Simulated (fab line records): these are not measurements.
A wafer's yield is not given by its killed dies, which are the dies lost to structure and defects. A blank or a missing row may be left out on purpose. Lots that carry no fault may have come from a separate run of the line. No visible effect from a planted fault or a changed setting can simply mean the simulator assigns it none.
Matching of chambers :: flow nand-harc :: 4 sister chambers for NHARC_A_M0_CMP_23 on cmp-04
The step polishes, t overpolish 20 s, target thk 113.75 nm. 4 wafers are shown with their chamber, then 7 later ones without.

== EACH WAFER AND ITS CHAMBER ==
wafer: L090.1
chamber: 1
motor-current-A (A): 12.7

wafer: L091.2
chamber: 0
motor-current-A (A): 11.2

wafer: L093.1
chamber: 2
motor-current-A (A): 12.8

wafer: L093.2
chamber: 3
motor-current-A (A): 12.9

== WAFERS WHOSE CHAMBER IS MISSING ==
wafer: L093.4
motor-current-A (A): 11.0

wafer: L095.2
motor-current-A (A): 13.4

wafer: L095.3
motor-current-A (A): 10.9

wafer: L095.4
motor-current-A (A): 12.3

wafer: L097.1
motor-current-A (A): 12.9

wafer: L097.2
motor-current-A (A): 11.0

wafer: L097.3
motor-current-A (A): 12.7

== CHAMBER TAKEN BY EACH ==
wafer: L093.4
from the rows above: 0
in truth: 0

wafer: L095.2
from the rows above: can't be placed: 3 or 2 or 1
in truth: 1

wafer: L095.3
from the rows above: 0
in truth: 0

wafer: L095.4
from the rows above: can't be placed: 1 or 2 or 3
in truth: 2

wafer: L097.1
from the rows above: can't be placed: 3 or 2 or 1
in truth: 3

wafer: L097.2
from the rows above: 0
in truth: 0

wafer: L097.3
from the rows above: can't be placed: 1 or 2 or 3
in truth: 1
Correct placement for 3 of the 7. Not placeable from these rows: 4 (in 4, the candidates include the true chamber). Placed wrongly: 0.
How it was worked out, from the rows above alone: a wafer's distance from a chamber is the root of the sum, over the readings, of the square of ((its reading less the chamber's mean) divided by the reading's scatter). The wafer belongs to the nearest chamber; if the next one is less than 2 further off, it can't be placed. A chamber's mean is the mean of its shown wafers. The scatter: with one shown wafer a chamber, the root of the mean of the squares of how far each hidden wafer lies from its nearest shown one.
